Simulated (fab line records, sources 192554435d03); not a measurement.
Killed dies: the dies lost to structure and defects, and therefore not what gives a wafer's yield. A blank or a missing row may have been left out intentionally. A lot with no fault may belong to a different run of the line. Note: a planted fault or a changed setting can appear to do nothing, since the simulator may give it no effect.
Chamber matching ; flow n5-finfet ; N5_HKMG_FIN_ETCH_86 on rie-diel-04: 4 sister chambers
The step etches SOC in N2/H2, stops on TiN, target depth 393.2 nm. 8 wafers are shown with their chamber, then 8 later ones without.

## WAFERS, EACH WITH ITS CHAMBER
wafer;chamber;drypump-motor-current-A (A);showerhead-plenum-p-Torr (Torr)
L082.3;1;5.7;2.49
L082.6;0;6.1;2.41
L087.2;3;5.1;2.61
L087.4;0;6.1;2.41
L087.6;3;5.1;2.61
L092.2;1;5.6;2.48
L092.5;2;5.2;2.50
L093.1;2;5.1;2.50

## WAFERS WITHOUT THEIR CHAMBER
wafer;drypump-motor-current-A (A);showerhead-plenum-p-Torr (Torr)
L093.4;5.1;2.61
L093.5;5.1;2.61
L094.1;5.6;2.48
L094.5;5.1;2.60
L094.6;6.1;2.72
L095.4;6.1;2.72
L095.5;5.1;2.60
L095.6;6.1;2.72

## WHICH CHAMBER EACH ONE RAN IN
wafer;from the rows above;in truth
L093.4;3;3
L093.5;3;3
L094.1;1;1
L094.5;3;3
L094.6;3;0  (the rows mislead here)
L095.4;3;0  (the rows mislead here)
L095.5;3;3
L095.6;3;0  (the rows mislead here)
Correct placement for 5 of the 8. Number that these rows cannot place: 0. 3 placed wrongly.
How it was worked out, from the rows above alone: a wafer's distance from a chamber is the root of the sum, over the readings, of the square of ((its reading less the chamber's mean) divided by the reading's scatter). If the next closest chamber is less than 2 further off than the closest, the wafer can't be placed; otherwise it belongs to the closest. For every chamber, the mean is computed from those of its wafers that are shown. How the scatter is found: for the shown wafers, subtract from each reading the mean of its chamber, square and add these, divide the total by (wafers less chambers), then take the root.
